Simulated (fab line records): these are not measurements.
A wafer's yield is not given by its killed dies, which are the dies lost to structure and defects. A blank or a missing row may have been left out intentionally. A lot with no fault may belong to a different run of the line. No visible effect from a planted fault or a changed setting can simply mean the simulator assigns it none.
A lot that was struck, set against a sound lot | flow n5_finfet | 37 steps out of a route of 1938
Sound: wafers L515.3, L515.4, L515.5. Struck: wafer L516.1 (left out: L516.2, a lot-mate that was not struck); the cause follows at the end.
Per side, at each step with rows, come the tool, then ch with its chambers, and then its first start. Under that, the readings that differ: sound wafers | struck wafers | difference of the means | sigmas: that difference in standard deviations of wafers without a fault.
alike: same words and numbers on both sides, and readings whose means sit less than 2 such deviations apart. not compared: any withheld reading, any reading some wafer has no value for, any bound like >300 that may hide the same value, and any number with overlapping values for which the record gives no deviation.
The two part at a step that has a row with sigmas, a row that says differs or no value, or rows on one side only. When numbers do not overlap yet have no deviation, they are printed without sigmas and do not part them. A reading that every wafer of one side lacks parts them only if that side has two wafers or more.

first, 8 steps without rows for these wafers: N5_BEOL_M0_ANNEAL_119 (time 90 s); N5_BEOL_M0_CMP_120 (polishes, stops on SiOC, t overpolish 6.9 s); N5_BEOL_M0_PRE_CLEAN_131 (time 15 s); N5_BEOL_M0_CO_CAP_123 (material Co, precursor CCTBA/H2, target thk 2 nm, time 102.1 s); N5_BEOL_M0_PRE_CLEAN_124 (time 15 s); N5_BEOL_M0_DEP_125 (deposits SiCN from 3MS/NH3, target thk 8 nm, time 14 s); N5_BEOL_M1_ILD_DEP_00 (deposits SiOC from DEMS/O2, target thk 79 nm, time 15.3 s); N5_BEOL_M1_PECVD_72 (deposits SiO2 from TEOS/O2, target thk 16 nm, time 18 s).
N5_BEOL_M1_HM_DEP_02: deposits TiN, target thk 20 nm.
  sound: pvd_sputter-01 at day 8 17:54; struck: pvd_sputter-01 at day 9 06:17
  reading                                    | sound          | struck | difference | sigmas
  model.TiN_of_BEOL_M1_HM_DEP_02.thk_nm (nm) | 20.4 20.4 20.6 | 25.6   | +5.1       |
  alike: throttle_valve_pct
then, 16 steps without rows for these wafers: N5_BEOL_M1_COAT_61 (time 60 s, resist thk 60 nm); N5_BEOL_M1_COAT_62 (time 60 s, resist thk 12 nm); N5_BEOL_M1_COAT_73 (time 60 s, resist thk 5 nm); N5_BEOL_M1_COAT_05 (resist thk 30 nm); N5_BEOL_M1_EBR_07; N5_BEOL_M1_SOFTBAKE_06 (time 60 s); N5_BEOL_M1_EXPOSE_08 (exposes mask M1); N5_BEOL_M1_PEB_09 (peb time 60 s); N5_BEOL_M1_DEVELOP_10 (develop time 30 s); N5_BEOL_M1_DESCUM_16 (chemistry O2, time 7 s); N5_BEOL_M1_ETCH_74 (etches underlayer in N2/H2, target depth 6.5 nm, time 5.2 s); N5_BEOL_M1_ETCH_63 (etches SiARC in CF4, target depth 15.6 nm, time 26 s); N5_BEOL_M1_ETCH_64 (etches SOC in N2/H2, target depth 75 nm, overetch 15 nm, time 112.5 s); N5_BEOL_M1_STRIP_65 (strips in N2/H2); N5_BEOL_M1_STRIP_75 (strips in N2/H2); N5_BEOL_M1_STRIP_66 (strips in CF4).
N5_BEOL_M1_HM_OPEN_17: chemistry Cl2/BCl3, target TiN, target depth 20 nm, overetch 6 nm.
  sound on rie_metal-03 ch 0,1, day 8 18:41; struck on rie_metal-02 ch 0, day 9 07:18
  reading                     | sound            | struck | difference                   | sigmas
  drypump_motor_current_A (A) | 4.6 5.9 4.6      | 6.1    | +1.1                         | +3
  rf_hours_counter_h (h)      | - - -            | 60     | no value on the sound wafers |
  model.etch.depth_nm (nm)    | 20.3 20.37 20.58 | 25.61  | +5.19                        |
  alike: oes_product_au, throttle_valve_pct
then, 8 steps without rows for these wafers: N5_BEOL_M1_STRIP_19 (strips in O2); N5_BEOL_M1_COAT_67 (time 60 s, resist thk 60 nm); N5_BEOL_M1_COAT_68 (time 60 s, resist thk 12 nm); N5_BEOL_M1_COAT_76 (time 60 s, resist thk 5 nm); N5_BEOL_M1_COAT_22 (resist thk 30 nm); N5_BEOL_M1_EBR_24; N5_BEOL_M1_SOFTBAKE_23 (time 60 s); N5_BEOL_M1_EXPOSE_25 (exposes mask V0, defocus 5 nm, target cd 24 nm).
N5_BEOL_M1_TRENCH_ETCH_37: etches SiOC in C4F6/O2, target depth 55.207 nm, time 29 s.
  sound on rie_diel-01 ch 1,2; struck on rie_diel-01 ch 2
  reading                                    | sound      | struck | difference | sigmas
  model.TiN_of_BEOL_M1_HM_DEP_02.thk_nm (nm) | 18 18 18.2 | 23.4   | +5.3       |
  alike: O2_flow_sccm, drypump_motor_current_A, oes_product_au, rf_vpp_V, showerhead_plenum_p_Torr, throttle_valve_pct
  not compared: rf_hours_counter_h
-- record jumps: 2 days separate the struck wafers' starts on either side; left off in module BEOL_M1, taken up again in module BEOL_M4, whose first shown step is the route's number 1111 --
N5_BEOL_M4_RC_MEAS_101:
  sound on prober-01 ch 0, day 10 22:16; struck on prober-01 ch 0, day 11 09:39
  reading        | sound             | struck | difference | sigmas
  IOFF_N (nA/um) | 0.121 0.121 0.142 | 0.189  | +0.061     | +2
  SS_N (mV/dec)  | 71.1 70.5 72.0    | 72.7   | +1.5       | +3
  VT_N (mV)      | 252.2 256.8 254.5 | 247.8  | -6.7       | -2
  alike: DIBL_N, DIBL_P, IOFF_P, ION_N, ION_P, SS_P, VT_P
-- record jumps: 4 days separate the struck wafers' starts on either side; left off in module BEOL_M4, taken up again in module PASSIVATION, whose first shown step is the route's number 1936 --
N5_PASSIVATION_PROBE_49:
  record: rows for the struck wafers here (prober-01, day 15 20:08), none for the sound ones

== WHERE THEY PART ==
At N5_BEOL_M1_HM_OPEN_17 first; at N5_PASSIVATION_PROBE_49 last (within this record only).

WHY: what had been put in by the simulator
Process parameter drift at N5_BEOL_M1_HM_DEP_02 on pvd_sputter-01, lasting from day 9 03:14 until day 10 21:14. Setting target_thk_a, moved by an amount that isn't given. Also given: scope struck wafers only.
